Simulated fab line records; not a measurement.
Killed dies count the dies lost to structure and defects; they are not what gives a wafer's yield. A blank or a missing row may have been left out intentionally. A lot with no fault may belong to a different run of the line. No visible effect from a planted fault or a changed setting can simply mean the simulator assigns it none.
fab line records | flow n5Finfet
[record] lots = 4 | wafers = 11 | lastDay = 17
route steps=1938 shown BEOL_M4@1037 PASSIVATION@1936
lots that met no fault: from a run of the same line without faults
startH: hours from the record's opening day to when the first of the lot's shown wafers began | waitH: hours elapsed since this lot's preceding step | " same as the row above | L1.1+2: one row covering several wafers at once | - either no value or no given start | * or withheld: withheld | < > ~ a bound
route shown NAME@n: names a module that has steps shown in the file, with the first one's number in the route | usual: mean/standard deviation of fault-free wafers | same: alike in all rows | chamber/n: place in a boat | sites: each site's reading | _std_site: the values' standard deviation | _edge_site: outer sites' mean less inner sites' | radiusMm: for every site, how far away it sits from the centre of the wafer | mask NAME#n: copy n | behind: tool/chamber where the wafer was last shaped | hold: what put the lot on hold/how long, in hours/how the hold closed | device: names the non-switching transistor (n, p or np) | end of line: the route-end tests of the same wafers | a step given without rows: its recipe and nothing more | killed: not the wafer's yield, but the dies lost to structure and defects at the first sort | map: a wafer's dies, marking killed ones x, the rest . and places with no die _
set.NAME: the setting as run; set.NAME@STEP: as run at that earlier step | model.NAME: the simulator's own value behind a step, which no gauge read
lots at selected steps of the route; one table per step, one row per wafer
services: the hour from which a tool's chamber was out of use, counted from the record's first day as startH (under 0 if before that day), plus the number of hours and why
[[steps]]
[step N5_BEOL_M4_DESCUM_16]
[recipe] chemistry = O2 | timeS = 7 | sourcePowerW = 50 | biasPowerW = 20 | pressureMtorr = 20 | rfFrequencyHz = 2.712e+07 | tempC = 40 | resist = CAR-EUV | o2FlowSccm = 225
[step N5_BEOL_M4_ETCH_74]
[recipe] chemistry = N2/H2 | target = underlayer | targetDepthA = 65 | maskMaterial = CAR-EUV | timeS = 5.2 | ionEnergyEv = 200 | pressureMtorr = 30 | sourceW = 840 | biasW = 150 | n2FlowSccm = 200 | h2FlowSccm = 200 | ends = cleared
[step N5_BEOL_M4_ETCH_63]
[recipe] chemistry = CF4 | target = SiARC | targetDepthA = 156 | maskMaterial = CAR-EUV | timeS = 26 | ionEnergyEv = 80 | pressureMtorr = 40 | sourceW = 545 | biasW = 36 | Ar_flow_sccm = 100 | cf4FlowSccm = 100 | ends = cleared
[step N5_BEOL_M4_ETCH_64]
[recipe] chemistry = N2/H2 | target = SOC | targetDepthA = 750 | overetchA = 225 | maskMaterial = SiARC | tempC = 40 | timeS = 121.9 | ionEnergyEv = 200 | pressureMtorr = 30 | sourceW = 840 | biasW = 150 | n2FlowSccm = 200 | h2FlowSccm = 200
[step N5_BEOL_M4_STRIP_65]
[recipe] chemistry = N2/H2 | tempC = 40 | n2FlowSccm = 200 | h2FlowSccm = 200 | rfFrequencyHz = 6e+07
[step N5_BEOL_M4_STRIP_75]
[recipe] chemistry = N2/H2 | tempC = 40 | n2FlowSccm = 200 | h2FlowSccm = 200 | rfFrequencyHz = 6e+07
[step N5_BEOL_M4_STRIP_66]
[recipe] chemistry = CF4 | resist = SiARC | powerW = 300 | biasPowerW = 75 | pressureMtorr = 50 | cf4FlowSccm = 150 | rfFrequencyHz = 6e+07
[step N5_BEOL_M4_HM_OPEN_17]
[recipe] chemistry = Cl2/BCl3 | targetDepthA = 200 | overetchA = 60 | target = TiN | maskMaterial = SOC | ionEnergyEv = 150 | pressureMtorr = 10 | icpW = 1000 | biasW = 126 | Cl2_flow_sccm = 53.25 | bcl3FlowSccm = 21.75 | Ar_flow_sccm = 25
[step N5_BEOL_M4_STRIP_19]
[recipe] chemistry = O2 | powerW = 400 | tempC = 40 | pressureMtorr = 30 | rfFrequencyHz = 6e+07 | biasPowerW = 0 | overashFraction = 0.2 | o2FlowSccm = 225
[step N5_BEOL_M4_COAT_67]
[recipe] resist = SOC | tempC = 250 | timeS = 60 | spinRpm = 1500 | resistThkNm = 60
[step N5_BEOL_M4_COAT_68]
[recipe] resist = SiARC | tempC = 220 | timeS = 60 | spinRpm = 1500 | resistThkNm = 12
[step N5_BEOL_M4_COAT_76]
[recipe] resist = underlayer | tempC = 205 | timeS = 60 | spinRpm = 1500 | resistThkNm = 5
[usual] heaterPowerTotalW = 391.7/1.3 | spinSpeedRpm = 1500.2/0.97
lot.wafer | tool          | chamber | startH | waitH | heaterPowerTotalW | spinSpeedRpm | model.underlayer_of_BEOL_M4_COAT_76.thkNm
L707.1    | lithoTrack-03 | 0       | 156.64 | -     | 390.5             | 1500.6       | 5
L707.4    | "             | 0       | "      | "     | 393.5             | 1501.1       | 5
L707.6    | "             | 0       | "      | "     | 390.2             | 1502.0       | 5
L719.1    | lithoTrack-03 | 0       | 231.53 | -     | 390.5             | 1303.6       | 5.4
L719.4    | "             | 0       | "      | "     | 390.3             | 1305.1       | 5.4
L719.6    | "             | 0       | "      | "     | 390.3             | 1304.1       | 5.4
L721.1    | lithoTrack-03 | 0       | 239.59 | -     | 392.0             | 1304.4       | 5.4
L721.5    | "             | 0       | "      | "     | 391.1             | 1303.4       | 5.4
L727.1    | lithoTrack-01 | 0       | 282.82 | -     | 392.1             | 1501.3       | 5
L727.3    | "             | 0       | "      | "     | 390.8             | 1500.9       | 5
L727.6    | "             | 0       | "      | "     | 389.9             | 1499.5       | 5
[step N5_BEOL_M4_COAT_22]
[recipe] resist = CAR-EUV | spinRpm = 1500 | resistThkNm = 30
[step N5_BEOL_M4_EBR_24]
[recipe] solvent = PGMEA | ebrWidthMm = 1.5
[step N5_BEOL_M4_SOFTBAKE_23]
[recipe] tempC = 110 | timeS = 60 | resist = CAR-EUV
[step N5_BEOL_M4_EXPOSE_25]
[recipe] maskId = V3 | na = 0.33 | sourceShape = quasar | sigmaInner = 0.2 | sigmaOuter = 0.8 | polarization = unpolarized | defocusNm = 5 | doseMj = 63
[step N5_BEOL_M4_PEB_26]
[recipe] pebTempC = 100 | pebTimeS = 60 | resist = CAR-EUV
[step N5_BEOL_M4_DEVELOP_27]
[recipe] developTimeS = 30 | developer = TMAH | resist = CAR-EUV | rinseLiquid = surfactantRinse | dry = airSpin | devTempC = 23
[step N5_BEOL_M4_DESCUM_33]
[recipe] chemistry = O2 | timeS = 7 | sourcePowerW = 50 | biasPowerW = 20 | pressureMtorr = 20 | rfFrequencyHz = 2.712e+07 | tempC = 40 | resist = CAR-EUV | o2FlowSccm = 225
[step N5_BEOL_M4_ETCH_77]
[recipe] chemistry = N2/H2 | target = underlayer | targetDepthA = 65 | maskMaterial = CAR-EUV | timeS = 5.2 | ionEnergyEv = 200 | pressureMtorr = 30 | sourceW = 840 | biasW = 150 | n2FlowSccm = 200 | h2FlowSccm = 200 | ends = cleared
[usual] drypumpMotorCurrentA = 5.9/0.55 | etchRfOnTimeS = 5.19/0.12 | h2FlowSccm = 200.0/0.54 | oesProductAu = 0.70/0.045 | rfFwdPowerW = 819.3/2.6 | rfVppV = 524.5/2.7 | showerheadPlenumPTorr = 2.57/0.094 | throttleValvePct = 17.91/0.28
lot.wafer | tool       | chamber | startH | waitH | drypumpMotorCurrentA | etchRfOnTimeS | h2FlowSccm | oesProductAu | rfFwdPowerW | rfHoursCounterH | rfVppV | showerheadPlenumPTorr | throttleValvePct | model.CAR-EUV_of_BEOL_M4_COAT_22.thkNm | model.etch.depthNm
L707.1    | rieDiel-03 | 2       | 157.20 | 0.0   | 5.8                  | 5.17          | 201.1      | 0.66         | 818.9       | 155             | 521.3  | 2.44                  | 17.79            | 20.4                                   | 5.004
L707.4    | "          | 3       | "      | "     | 5.3                  | 5.05          | 200.4      | 0.74         | 822.2       | -               | 524.5  | 2.71                  | 18.09            | 20.4                                   | 4.999
L707.6    | "          | 0       | "      | "     | 5.5                  | 5.45          | 200.4      | 0.78         | 822.4       | -               | 526.8  | 2.60                  | 17.77            | 20.4                                   | 4.998
L719.1    | rieDiel-06 | 3       | 232.17 | 0.0   | 6.8                  | 5.40          | 199.3      | 0.74         | 819.5       | 60              | 531.1  | 2.69                  | 17.87            | 19.8                                   | 5.371
L719.4    | "          | 2       | "      | "     | 5.1                  | 5.62          | 200.2      | 0.61         | 817.0       | 183             | 523.1  | 2.43                  | 18.01            | 19.8                                   | 5.378
L719.6    | "          | 3       | "      | "     | 6.8                  | 5.46          | 199.9      | 0.73         | 819.7       | -               | 528.6  | 2.69                  | 17.85            | 19.8                                   | 5.378
L721.1    | rieDiel-01 | 0       | 240.16 | 0.0   | 5.2                  | 5.62          | 199.8      | 0.69         | 819.4       | 106             | 524.4  | 2.55                  | 17.51            | 20                                     | 5.38
L721.5    | "          | 0       | "      | "     | 5.3                  | 5.64          | 199.6      | 0.67         | 816.2       | -               | 524.8  | 2.55                  | 17.50            | 19.8                                   | 5.38
L727.1    | rieDiel-03 | 2       | 283.56 | 0.0   | 5.7                  | 5.22          | 200.1      | 0.63         | 818.0       | 194             | 521.1  | 2.42                  | 17.88            | 20.4                                   | 5.008
L727.3    | "          | 0       | "      | "     | 5.5                  | 5.56          | 200.4      | 0.71         | 820.2       | 50              | 523.3  | 2.58                  | 17.81            | 20.6                                   | 5.011
L727.6    | "          | 0       | "      | "     | 5.6                  | 5.50          | 199.6      | 0.72         | 822.0       | -               | 525.3  | 2.58                  | 17.85            | 20.4                                   | 5.001
[step N5_BEOL_M4_ETCH_69]
[recipe] chemistry = CF4 | target = SiARC | targetDepthA = 156 | maskMaterial = CAR-EUV | timeS = 26 | ionEnergyEv = 80 | pressureMtorr = 40 | sourceW = 545 | biasW = 36 | Ar_flow_sccm = 100 | cf4FlowSccm = 100 | ends = cleared
[step N5_BEOL_M4_ALD_98]
[recipe] material = SiO2 | targetThkA = 25 | tempC = 100 | aldPrecursorFamily = BDEAS | aldCoReactant = O2-plasma | pulseTimeS = 1 | coReactantPulseTimeS = 1 | purgeTimeS = 2 | coReactantPurgeTimeS = 2 | aldCycles = 17 | pressureTorr = 2
[step N5_BEOL_M4_ETCHBACK_99]
[recipe] chemistry = CHF3 | target = SiO2 | targetDepthA = 50 | timeS = 10.4 | sourceW = 215 | biasW = 47 | Ar_flow_sccm = 200 | CHF3_flow_sccm = 12 | ionEnergyEv = 100 | pressureMtorr = 30
[usual] drypumpMotorCurrentA = 5.9/0.52 | oesProductAu = 0.82/0.048 | rfFwdPowerW = 212.3/0.85 | rfVppV = 242/4.5 | showerheadPlenumPTorr = 2.18/0.068 | throttleValvePct = 17.13/0.24
lot.wafer | tool       | chamber | startH | waitH | drypumpMotorCurrentA | oesProductAu | rfFwdPowerW | rfHoursCounterH | rfVppV | showerheadPlenumPTorr | throttleValvePct | model.CAR-EUV_of_BEOL_M4_COAT_22.thkNm
L707.1    | rieDiel-03 | 3       | 158.48 | 1.1   | 5.2                  | 0.86         | 212.5       | 62              | 246    | 2.29                  | 17.18            | 10.6
L707.4    | "          | 0       | "      | "     | 5.5                  | 0.92         | 212.4       | 11              | 245    | 2.21                  | 16.93            | 10.4
L707.6    | "          | 0       | "      | "     | 5.6                  | 0.93         | 212.8       | -               | 244    | 2.21                  | 16.94            | 10.6
L719.1    | rieDiel-03 | 0       | 233.62 | 1.3   | 5.6                  | 0.87         | 211.5       | 32              | 244    | 2.20                  | 16.98            | 9.8
L719.4    | "          | 1       | "      | "     | 6.6                  | 0.77         | 214.1       | 133             | 235    | 2.15                  | 17.45            | 9.8
L719.6    | "          | 2       | "      | "     | 5.8                  | 0.75         | 212.5       | -               | 247    | 2.08                  | 17.24            | 10
L721.1    | rieDiel-01 | 3       | 249.79 | 9.4   | 5.5                  | 0.77         | 212.2       | 121             | 244    | 2.16                  | 17.33            | 10
L721.5    | "          | 3       | "      | "     | 5.5                  | 0.77         | 211.3       | -               | 243    | 2.16                  | 17.33            | 9.8
L727.1    | rieDiel-01 | 0       | 286.59 | 2.3   | 5.2                  | 0.79         | 212.8       | 120             | 244    | 2.18                  | 16.91            | 10.4
L727.3    | "          | 2       | "      | "     | 6.3                  | 0.81         | 213.0       | 73              | 249    | 2.18                  | 17.24            | 10.6
L727.6    | "          | 3       | "      | "     | 5.6                  | 0.76         | 212.9       | -               | 244    | 2.16                  | 17.35            | 10.4
[step N5_BEOL_M4_ETCH_70]
[recipe] chemistry = N2/H2 | target = SOC | targetDepthA = 800 | overetchA = 240 | maskMaterial = SiARC | tempC = 40 | timeS = 130 | ionEnergyEv = 200 | pressureMtorr = 30 | sourceW = 840 | biasW = 150 | n2FlowSccm = 200 | h2FlowSccm = 200
[step N5_BEOL_M4_RC_MEAS_101]
[usual] DIBL_N = 37.2/1.8 | DIBL_P = 37.5/2.5 | IOFF_N = 0.17/0.038 | IOFF_P = 0.24/0.046 | ION_N = 681/13 | ION_P = 469/8.5 | SS_N = 71.7/0.6 | SS_P = 73.6/0.69 | VT_N = 249/3.4 | VT_P = -248/3.6
lot.wafer | tool      | chamber | startH | waitH | DIBL_N[mV/V] | DIBL_P[mV/V] | IOFF_N[nA/um] | IOFF_P[nA/um] | ION_N[uA/um] | ION_P[uA/um] | SS_N[mV/dec] | SS_P[mV/dec] | VT_N[mV] | VT_P[mV]
L707.1    | prober-01 | 0       | 163.16 | 0.0   | 36.2         | 34.5         | 0.16          | 0.23          | 668          | 457          | 71.2         | 73.1         | 250      | -246
L707.4    | "         | 0       | "      | "     | 33.5         | 31.2         | 0.12          | 0.19          | 656          | 467          | 71.2         | 72.8         | 253      | -250
L707.6    | "         | 0       | "      | "     | 37.2         | 34.5         | 0.16          | 0.24          | 661          | 460          | 72.9         | 73.0         | 252      | -247
L719.1    | prober-02 | 0       | 238.31 | 0.3   | 37.9         | 38.5         | 0.18          | 0.25          | 679          | 468          | 71.8         | 73.4         | 250      | -249
L719.4    | "         | 0       | "      | "     | 37.3         | 38.4         | 0.17          | 0.25          | 670          | 465          | 72.2         | 73.4         | 253      | -247
L719.6    | "         | 0       | "      | "     | 39.2         | 40.0         | 0.21          | 0.27          | 683          | 470          | 72.8         | 74.6         | 246      | -247
L721.1    | prober-01 | 0       | 254.31 | 0.0   | 35.1         | 33.8         | 0.13          | 0.19          | 674          | 465          | 71.8         | 73.2         | 254      | -252
L721.5    | "         | 0       | "      | "     | 38.2         | 37.9         | 0.19          | 0.25          | 691          | 473          | 72.3         | 74.2         | 249      | -249
L727.1    | prober-01 | 0       | 291.18 | 0.0   | 35.1         | 36.6         | 0.15          | 0.21          | 682          | 476          | 70.4         | 73.7         | 249      | -248
L727.3    | "         | 0       | "      | "     | 38.3         | 40.5         | 0.20          | 0.26          | 691          | 470          | 72.0         | 74.6         | 247      | -245
L727.6    | "         | 0       | "      | "     | 39.4         | 41.5         | 0.23          | 0.29          | 693          | 465          | 72.5         | 74.3         | 245      | -247
[step N5_PASSIVATION_PROBE_49]
[usual] defectLimitedYield = 91.2/1.4 | killed_at_M0_to_M3 = 32/10 | killed_at_M4_up = 14/6.2 | killedAtContacts = 12/6.3 | killedAtFrontEnd = 42/13 | killedAtOther = 4/3.4 | killedDies = 104/17 | killedOpen = 67/12 | killedShort = 34/8.1 | sort_bin_5_function = 5.2/0.93 | sort_bin_6_memory = 3.2/0.65 | sort_bin_8_speed = 0.00/0.017 | sortNPass = 1075/16 | sortYieldPct = 91.1/1.4
[same] grossDies = 1180 | killedAtBackSide = 0 | sort_bin_4_leakage[%] = 0
lot.wafer | tool      | chamber | startH | waitH | defectLimitedYield[%] | killed_at_M0_to_M3 | killed_at_M4_up | killedAtContacts | killedAtFrontEnd | killedAtOther | killedDies | killedOpen | killedShort | sort_bin_5_function[%] | sort_bin_6_memory[%] | sort_bin_8_speed[%] | sortNPass | sortYieldPct[%]
L707.1    | prober-01 | -       | 264.56 | 0.1   | 90.9                  | 30                 | 24              | 7                | 38               | 8             | 107        | 75         | 30          | 5.7                    | 3.1                  | 0                   | 1073      | 90.9
L707.4    | prober-01 | -       | 264.71 | 0.3   | 93.6                  | 19                 | 22              | 18               | 16               | 1             | 76         | 52         | 22          | 4.2                    | 2.2                  | 0                   | 1104      | 93.6
L707.6    | prober-01 | -       | 264.81 | 0.4   | 92.0                  | 30                 | 9               | 14               | 40               | 1             | 94         | 64         | 27          | 5.0                    | 2.9                  | 0                   | 1086      | 92.0
L719.1    | prober-01 | -       | 349.45 | 0.0   | 90.4                  | 50                 | 7               | 6                | 40               | 10            | 113        | 73         | 34          | 5.4                    | 3.4                  | 0.08                | 1067      | 90.4
L719.4    | prober-01 | -       | 349.60 | 0.2   | 90.2                  | 21                 | 13              | 20               | 58               | 4             | 116        | 77         | 36          | 6.4                    | 2.9                  | 0                   | 1064      | 90.2
L719.6    | prober-01 | -       | 349.70 | 0.3   | 90.2                  | 25                 | 10              | 11               | 67               | 3             | 116        | 81         | 31          | 5.7                    | 3.6                  | 0                   | 1064      | 90.2
L721.1    | prober-01 | -       | 350.34 | 0.0   | 92.6                  | 28                 | 13              | 3                | 42               | 1             | 87         | 58         | 28          | 4.0                    | 3.3                  | 0                   | 1093      | 92.6
L721.5    | prober-01 | -       | 350.54 | 0.2   | 90.2                  | 42                 | 20              | 16               | 35               | 3             | 116        | 69         | 46          | 6.6                    | 2.8                  | 0                   | 1064      | 90.2
L727.1    | prober-01 | -       | 400.35 | 0.0   | 91.4                  | 30                 | 15              | 8                | 47               | 2             | 102        | 44         | 51          | 4.1                    | 3.4                  | 0                   | 1078      | 91.4
L727.3    | prober-01 | -       | 400.45 | 0.1   | 88.8                  | 29                 | 9               | 17               | 65               | 12            | 132        | 63         | 62          | 6.3                    | 3.6                  | 0                   | 1048      | 88.8
L727.6    | prober-01 | -       | 400.60 | 0.3   | 91.2                  | 24                 | 10              | 12               | 57               | 1             | 104        | 67         | 33          | 4.8                    | 3.4                  | 0                   | 1076      | 91.2
// killed by level:class
L707.1 BEOL_M4:geometricParticle:open=13 BEOL_M3:geometricParticle:open=9 FIN_SAQP:geometricParticle:open=7 STI_FIN_REVEAL:geometricParticle:open=6 BEOL_M2:geometricParticle:open=6 FIN_SAQP:geometricParticle:short=5 MOL_CONTACT_COAG:geometricParticle:open=5 DUMMY_GATE:geometricParticle:short=4
L707.4 MOL_CONTACT_COAG:geometricParticle:open=14 BEOL_M4:geometricParticle:open=12 FIN_SAQP:geometricParticle:open=5 MOL_CONTACT_COAG:geometricParticle:short=4 BEOL_M0_SAQP:geometricParticle:short=4 BEOL_M0_SAQP:geometricParticle:open=4 BEOL_M5:geometricParticle:open=4 FIN_SAQP:geometricParticle:short=3
L707.6 STI_FIN_REVEAL:geometricParticle:open=16 MOL_CONTACT_COAG:geometricParticle:open=12 BEOL_M0_SAQP:geometricParticle:open=6 BEOL_M1:geometricParticle:open=6 FIN_SAQP:geometricParticle:open=5 DUMMY_GATE:geometricParticle:open=4 BEOL_M0_SAQP:geometricParticle:short=4 BEOL_M1:geometricParticle:short=4
L719.1 STI_FIN_REVEAL:geometricParticle:open=16 BEOL_M0_SAQP:geometricParticle:open=15 BEOL_M0_SAQP:geometricParticle:short=9 BEOL_M2:geometricParticle:open=7 BEOL_M3:geometricParticle:open=7 MOL_CONTACT_COAG:geometricParticle:open=6 FIN_SAQP:geometricParticle:short=5 STI_FIN_REVEAL:geometricParticle:short=5
L719.4 STI_FIN_REVEAL:geometricParticle:open=14 MOL_CONTACT_COAG:geometricParticle:open=14 FIN_SAQP:geometricParticle:open=8 DUMMY_GATE:geometricParticle:open=7 GATE_CUT:geometricParticle:short=7 MOL_CONTACT_COAG:geometricParticle:short=6 DUMMY_GATE:geometricParticle:short=5 BEOL_M0_SAQP:geometricParticle:short=5
L719.6 STI_FIN_REVEAL:geometricParticle:open=22 FIN_SAQP:geometricParticle:open=14 MOL_CONTACT_COAG:geometricParticle:open=9 BEOL_M0_SAQP:geometricParticle:short=8 FIN_SAQP:geometricParticle:short=7 GATE_CUT:geometricParticle:short=5 BEOL_M0_SAQP:geometricParticle:open=5 BEOL_M3:geometricParticle:open=5
L721.1 STI_FIN_REVEAL:geometricParticle:open=12 FIN_SAQP:geometricParticle:short=8 FIN_SAQP:geometricParticle:open=8 BEOL_M3:geometricParticle:open=7 BEOL_M0_SAQP:geometricParticle:short=5 BEOL_M1:geometricParticle:open=5 DUMMY_GATE:geometricParticle:open=4 BEOL_M0_SAQP:geometricParticle:open=4
L721.5 FIN_SAQP:geometricParticle:short=11 STI_FIN_REVEAL:geometricParticle:open=8 MOL_CONTACT_COAG:geometricParticle:open=8 MOL_CONTACT_COAG:geometricParticle:short=8 BEOL_M3:geometricParticle:open=8 BEOL_M0_SAQP:geometricParticle:open=7 BEOL_M1:geometricParticle:short=7 BEOL_M2:geometricParticle:open=6
L727.1 FIN_SAQP:geometricParticle:short=20 BEOL_M3:geometricParticle:open=9 BEOL_M4:geometricParticle:open=6 DUMMY_GATE:geometricParticle:open=5 GATE_CUT:geometricParticle:short=5 BEOL_M0_SAQP:geometricParticle:short=5 BEOL_M2:geometricParticle:open=5 MOL_CONTACT_COAG:geometricParticle:short=4
L727.3 FIN_SAQP:geometricParticle:short=21 MOL_CONTACT_COAG:geometricParticle:open=14 FIN_SAQP:geometricParticle:open=9 BEOL_M0_SAQP:geometricParticle:short=7 GATE_CUT:geometricParticle:short=6 HKMG_FIN:areaEtch=6 GATE_CUT:geometricParticle:open=5 BEOL_M1:geometricParticle:open=5
L727.6 FIN_SAQP:geometricParticle:open=12 FIN_SAQP:geometricParticle:short=11 MOL_CONTACT_COAG:geometricParticle:open=11 STI_FIN_REVEAL:geometricParticle:open=7 DUMMY_GATE:geometricParticle:open=7 BEOL_M3:geometricParticle:open=7 BEOL_M1:geometricParticle:open=5 BEOL_M4:geometricParticle:open=5
[[services]]
tool       | chamber | startH | hours | kind
rieDiel-06 | -       | 142.82 | 4.3   | pm
rieDiel-03 | 1       | 153.56 | 4.8   | repair
rieDiel-03 | -       | 167.43 | 14.6  | pm
rieDiel-06 | -       | 182.72 | 0.3   | repair
rieDiel-03 | -       | 189.91 | 1.7   | repair
rieDiel-03 | 1       | 275.76 | 6.8   | repair
[[key]]
[firstSign] step = N5_BEOL_M4_COAT_76 | reading = spinSpeedRpm | direction = down | sigmas = 99+ | usual = * | struck = *
[effect] step = N5_BEOL_M4_ETCH_77 | reading = etchRfOnTimeS | direction = up | sigmas = 2.9 | usual = * | struck = *
[modelEffect] step = N5_BEOL_M4_COAT_76 | value = underlayer_of_BEOL_M4_COAT_76.thkNm | without = 5 | struck = 5.4
[modelEffect] step = N5_BEOL_M4_ETCH_77 | value = CAR-EUV_of_BEOL_M4_COAT_22.thkNm | without = 20.24 | struck = 19.84
[modelEffect] step = N5_BEOL_M4_ETCHBACK_99 | value = CAR-EUV_of_BEOL_M4_COAT_22.thkNm | without = 10.28 | struck = 9.88
metAt N5_BEOL_M4_COAT_76
struckWafers L719.1,L719.4,L719.6,L721.1,L721.5
onsetBetween 156.64 231.53
[fault] kind = processParameterDrift | tool = lithoTrack-03 | chamber = - | onsetH = 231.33 | steps = N5_BEOL_M4_COAT_76 | channel = spinRpm | offset = * | shape = step | endH = 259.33 | actsIn = * | stated = *
